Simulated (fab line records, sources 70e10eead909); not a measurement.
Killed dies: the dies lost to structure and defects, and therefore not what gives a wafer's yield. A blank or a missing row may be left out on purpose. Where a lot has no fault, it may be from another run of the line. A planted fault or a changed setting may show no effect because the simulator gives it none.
A struck lot beside a sound one ; flow nandHarc ; 19 steps out of a route of 1159
Sound: the wafers L731.2, L731.5, L731.6. Wafers struck: L722.2, L722.4, L722.5. At the end, the cause is stated.
Each step with rows lists, per side, the tool, then ch with its chambers, then its first start. Under that, the readings that differ: sound wafers ; struck wafers ; difference of the means ; sigmas: that difference in standard deviations of wafers without a fault.
alike: words and numbers the same on both sides, and readings whose means are apart by under 2 such deviations; not compared: readings that were withheld, readings missing a value for some wafer, numbers with overlapping values and no deviation given by the record, and bounds like >300 which may hide the same value.
The two part at a step that has a row with sigmas, a row that says differs or no value, or rows on one side only. Numbers that have no deviation but don't overlap get no sigmas and don't part them. A reading missing from all wafers of one side parts the sides only when that side holds two or more wafers.

NHARC_P_ZERO_WELL_CD_MEAS_11: target cd 500 nm.
  sound on cdSem-03 ch 0, day 5 01:15; struck on cdSem-02 ch 0, day 2 19:08
  alike: cdNm
then, 1 step without rows for these wafers: NHARC_P_ZERO_WELL_HARDBAKE_12 (time 65 s).
NHARC_P_ZERO_WELL_DESCUM_13: chemistry O2, time 3 s.
  sound on rieDiel-07 ch 0,3, day 5 01:24; struck on rieDiel-09 ch 0,3, day 2 19:17
reading;sound;struck;difference;sigmas
drypumpMotorCurrentA (A);6.30 5.63 6.26;5.30 5.32 5.81;-0.59;-2
showerheadPlenumPTorr (Torr);1.79 1.91 1.79;2.06 2.06 2.06;+0.23;+3
  alike: oesProductAu, rfVppV, throttleValvePct
  not compared: rfHoursCounterH
NHARC_P_ZERO_WELL_ETCH_65: etches the open film in N2/H2, target depth 80 nm, overetch 24 nm, time 87.88 s.
  sound on rieDiel-07 ch 0,1,3, day 5 01:30; struck on rieDiel-09 ch 0,3, day 2 19:25
reading;sound;struck;difference;sigmas
rfVppV (V);427.5 431.5 425.5;434.9 435.2 435.4;+7.0;+2
showerheadPlenumPTorr (Torr);1.96 2.04 1.90;2.21 2.20 2.21;+0.24;+2
  alike: drypumpMotorCurrentA, oesProductAu, throttleValvePct
  not compared: rfHoursCounterH
NHARC_P_ZERO_WELL_ETCH_62: etches the open film in CHF3/Ar, target depth 13 nm, time 6.5 s.
  sound: rieDiel-07 ch 1,2,3; struck: rieDiel-09 ch 2,3
reading;sound;struck;difference;sigmas
oesProductAu (a.u.);0.981 0.986 0.976;0.935 0.946 0.938;-0.041;-2
  alike: drypumpMotorCurrentA, rfVppV, showerheadPlenumPTorr, throttleValvePct
  not compared: rfHoursCounterH
NHARC_P_ZERO_WELL_ETCH_63: etches the open film in HBr/Cl2, target depth 120 nm, time 40.1 s.
  sound on rieSi-04 ch 0,1, day 5 01:40; struck on rieSi-03 ch 0,1,3, day 2 19:38
reading;sound;struck;difference;sigmas
oesProductAu (a.u.);1.021 1.018 1.006;0.977 0.957 0.963;-0.049;-2
  alike: drypumpMotorCurrentA, hbrFlowSccm, throttleValvePct
  not compared: rfHoursCounterH
then, 6 steps without rows for these wafers: NHARC_P_ZERO_WELL_STRIP_15 (strips in SPM, time 900 s); NHARC_P_ZERO_WELL_DEHYDRATE_16 (time 120 s); NHARC_P_ZERO_WELL_HMDS_17 (time 30 s); NHARC_P_ZERO_WELL_COAT_18; NHARC_P_ZERO_WELL_SOFTBAKE_19 (time 95 s); NHARC_P_ZERO_WELL_EBR_20.
NHARC_P_ZERO_WELL_EXPOSE_21: exposes mask P NWELL, target cd 720 nm.
  sound on krfScanner-01 ch 0, day 5 02:26; struck on krfScanner-01 ch 0, day 2 20:15
reading;sound;struck;difference;sigmas
mask;P_NWELL#0 P_NWELL#0 P_NWELL#0;P_NWELL_R1#0 P_NWELL_R1#0 P_NWELL_R1#0;differs;
then, 2 steps without rows for these wafers: NHARC_P_ZERO_WELL_PEB_22 (peb time 85 s); NHARC_P_ZERO_WELL_DEVELOP_23 (time 70 s).
NHARC_P_ZERO_WELL_CD_MEAS_24: target cd 720 nm.
  sound on cdSem-01 ch 0, day 5 02:35; struck on cdSem-02 ch 0, day 2 20:24
reading;sound;struck;difference;sigmas
cdNm (nm);718.4 718.3 720.7;697.0 695.3 696.6;-22.8;-11
then, 1 step without rows for these wafers: NHARC_P_ZERO_WELL_HARDBAKE_25 (time 80 s).
NHARC_P_ZERO_WELL_DESCUM_26: chemistry O2, time 3 s.
  sound on rieDiel-07 ch 1,2,3, day 5 02:47; struck on rieDiel-09 ch 2,3, day 2 20:35
reading;sound;struck;difference;sigmas
model.P_ZERO_WELL.cdNm (nm);717.8 718.7 720.7;695.8 694.1 696.2;-23.7;
  alike: drypumpMotorCurrentA, oesProductAu, rfVppV, showerheadPlenumPTorr, throttleValvePct
  not compared: rfHoursCounterH
after that, 1 step had no rows for these wafers: NHARC_P_ZERO_WELL_IMPLANT_27.

WHERE THEY PART
First at NHARC_P_ZERO_WELL_DESCUM_13; last, within this record, at NHARC_P_ZERO_WELL_CD_MEAS_24. Later steps at which nothing parts them and some readings are alike: NHARC_P_ZERO_WELL_DESCUM_26.

WHY: what had been put in by the simulator
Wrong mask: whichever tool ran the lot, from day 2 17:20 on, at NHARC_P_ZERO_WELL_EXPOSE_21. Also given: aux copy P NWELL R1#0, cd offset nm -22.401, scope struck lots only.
